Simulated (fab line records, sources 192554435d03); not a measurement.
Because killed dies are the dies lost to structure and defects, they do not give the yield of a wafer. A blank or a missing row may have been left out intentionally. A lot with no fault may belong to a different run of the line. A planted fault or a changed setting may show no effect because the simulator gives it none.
Comparing a struck lot with a sound one || flow n5Finfet || 37 steps out of a route of 1938
Sound: the wafers L527.3, L527.4, L527.5. Wafers struck: L520.1, L520.3, L520.5. Last of all comes the cause.
At each step with rows: each side's tool, then ch and its chambers, then its first start. Under that, the readings that differ: sound wafers || struck wafers || difference of the means || sigmas: that difference in standard deviations of wafers without a fault.
alike: readings with means less than 2 such deviations apart, plus words and numbers identical on both sides. not compared: withheld readings, readings lacking a value on some wafer, bounds such as >300 that could conceal the same value, and numbers that have no deviation in the record and whose values overlap.
The two part at a step that has a row with sigmas, a row that says differs or no value, or rows on one side only. When numbers do not overlap yet have no deviation, they are printed without sigmas and do not part them. A reading that every wafer of one side lacks parts them only if that side has two wafers or more.

first, 9 steps without rows for these wafers: N5_WELL_APT_HMDS_01 (time 60 s); N5_WELL_APT_COAT_02 (resist thk 950 nm); N5_WELL_APT_EBR_04; N5_WELL_APT_SOFTBAKE_03 (time 60 s); N5_WELL_APT_EXPOSE_05 (exposes mask NWELL, defocus 0 nm, target cd 200 nm); N5_WELL_APT_PEB_06 (peb time 90 s); N5_WELL_APT_DEVELOP_07 (develop time 45 s); N5_WELL_APT_HARDBAKE_12 (time 120 s); N5_WELL_APT_DESCUM_13 (chemistry O2, time 7.9 s).
N5_WELL_APT_IMPLANT_14:
  sound on implanter-02 ch 0, day 7 08:26; struck on implanter-01 ch 0, day 5 13:52
{"reading": "beamEnergyKeV", "sound": "160.05 160.04 160.08", "struck": "113.66 113.63 113.62", "difference": -46.42, "sigmas": "-99 or more"}
{"reading": "model.implant.rpNm (nm)", "sound": "199.5 199.5 199.5", "struck": "142.4 142.4 142.4", "difference": -57.1, "sigmas": ""}
{"reading": "model.implant.drpNm (nm)", "sound": "65.9 65.9 65.9", "struck": "50.51 50.51 50.51", "difference": -15.39, "sigmas": ""}
then, 25 steps without rows for these wafers: N5_WELL_APT_IMPLANT_15; N5_WELL_APT_STRIP_16 (strips in SPM, time 900 s); N5_WELL_APT_HMDS_18 (time 60 s); N5_WELL_APT_COAT_19 (resist thk 950 nm); N5_WELL_APT_EBR_21; N5_WELL_APT_SOFTBAKE_20 (time 60 s); N5_WELL_APT_EXPOSE_22 (exposes mask PWELL, defocus 0 nm, target cd 200 nm); N5_WELL_APT_PEB_23 (peb time 90 s); N5_WELL_APT_DEVELOP_24 (develop time 45 s); N5_WELL_APT_HARDBAKE_29 (time 120 s); N5_WELL_APT_DESCUM_30 (chemistry O2, time 7.9 s); N5_WELL_APT_IMPLANT_31; N5_WELL_APT_IMPLANT_32; N5_WELL_APT_STRIP_33 (strips in SPM, time 900 s); N5_WELL_APT_RTA_34 (time 10 s); N5_WELL_APT_OXIDE_STRIP_42 (strips SiO2 in dHF, time 45 s, target depth 12 nm); N5_WELL_APT_PRECLEAN_36 (cleans in O3/DIW, time 45 s); N5_WELL_APT_PRECLEAN_39 (cleans in dHF, time 60 s); N5_WELL_APT_SRD_37 (time 30 s); N5_WELL_APT_EPI_41 (deposits Si from SiH4/H2, target thk 50 nm, time 297.7 s); N5_PMOS_HMC_CHANNEL_EPI_HM_DEP_34 (deposits SiO2 from TEOS/O2, target thk 36 nm, time 6.9 s); N5_PMOS_HMC_CHANNEL_EPI_COAT_31 (time 60 s, resist thk 66 nm); N5_PMOS_HMC_CHANNEL_EPI_COAT_03 (resist thk 205 nm); N5_PMOS_HMC_CHANNEL_EPI_EBR_05; N5_PMOS_HMC_CHANNEL_EPI_SOFTBAKE_04 (time 60 s).
-- the record jumps here: 9 days lie between the struck wafers' starts before and after (it left off in module PMOS_HMC_CHANNEL_EPI and takes up again in module BEOL_M4, whose first step shown is number 1111 of the route) --
N5_BEOL_M4_RC_MEAS_101:
  sound on prober-02 ch 0, day 16 00:58; struck on prober-02 ch 0, day 14 20:38
{"reading": "RS_NWELL (ohm/sq)", "sound": "1045 1044 1060", "struck": "1279 1295 1281", "difference": "+235", "sigmas": "+30"}
  alike: DIBL_N, DIBL_P, IOFF_N, IOFF_P, ION_N, ION_P, SS_N, SS_P, VT_N, VT_P
-- record jumps: 5 days separate the struck wafers' starts on either side; left off in module BEOL_M4, taken up again in module PASSIVATION, whose first shown step is the route's number 1936 --
N5_PASSIVATION_PROBE_49:
  rows exist in the record for the struck wafers here (prober-02, day 19 20:08), but not for the sound ones

== WHERE THEY PART ==
Last at N5_PASSIVATION_PROBE_49 as far as this record goes, first at N5_WELL_APT_IMPLANT_14.

WHY: whatever the simulator had introduced
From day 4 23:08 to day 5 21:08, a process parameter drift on implanter-01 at N5_WELL_APT_IMPLANT_14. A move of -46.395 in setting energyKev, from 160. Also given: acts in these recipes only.
